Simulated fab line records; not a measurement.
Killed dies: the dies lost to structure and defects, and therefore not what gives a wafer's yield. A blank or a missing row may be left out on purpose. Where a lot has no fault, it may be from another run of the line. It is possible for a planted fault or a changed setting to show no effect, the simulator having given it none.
Matching of chambers -- flow n5_finfet -- rie_diel-06 running N5_BEOL_M9_ETCH_65: 4 sister chambers
The step etches SiARC in CF4, target depth 15.6 nm, time 26 s. 8 wafers are shown with their chamber, then 8 later ones without.

## WAFERS PAIRED WITH THEIR CHAMBERS
wafer,chamber,showerhead_plenum_p_Torr (Torr),drypump_motor_current_A (A)
L074.3,0,2.04,5.5
L079.1,0,2.03,5.5
L078.4,1,2.09,6.2
L080.5,1,2.09,6.2
L082.1,2,2.19,5.9
L082.4,2,2.19,5.8
L082.6,3,2.08,6.0
L086.3,3,2.07,6.0

## WAFERS WHOSE CHAMBER IS MISSING
wafer,showerhead_plenum_p_Torr (Torr),drypump_motor_current_A (A)
L086.4,2.18,5.9
L086.6,2.18,5.9
L092.1,2.28,5.4
L092.3,2.07,6.0
L092.4,2.08,6.2
L096.1,2.18,5.9
L096.4,2.08,6.2
L096.6,2.18,5.9

## WHICH CHAMBER EACH WENT THROUGH
wafer,from the rows above,in truth
L086.4,2,2
L086.6,2,2
L092.1,2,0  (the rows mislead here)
L092.3,3,3
L092.4,1,1
L096.1,2,2
L096.4,1,1
L096.6,2,2
Correct placement for 7 of the 8. Left unplaced by these rows: 0. Placed wrongly: 1.
How it was worked out, from the rows above alone: a wafer's distance from a chamber is the root of the sum, over the readings, of the square of ((its reading less the chamber's mean) divided by the reading's scatter). If the next closest chamber is less than 2 further off than the closest, the wafer can't be placed; otherwise it belongs to the closest. Each chamber's mean is taken over the wafers shown for it. The scatter: the root of (the sum of the squares of (reading less its chamber's mean) over the shown wafers, divided by (wafers less chambers)).
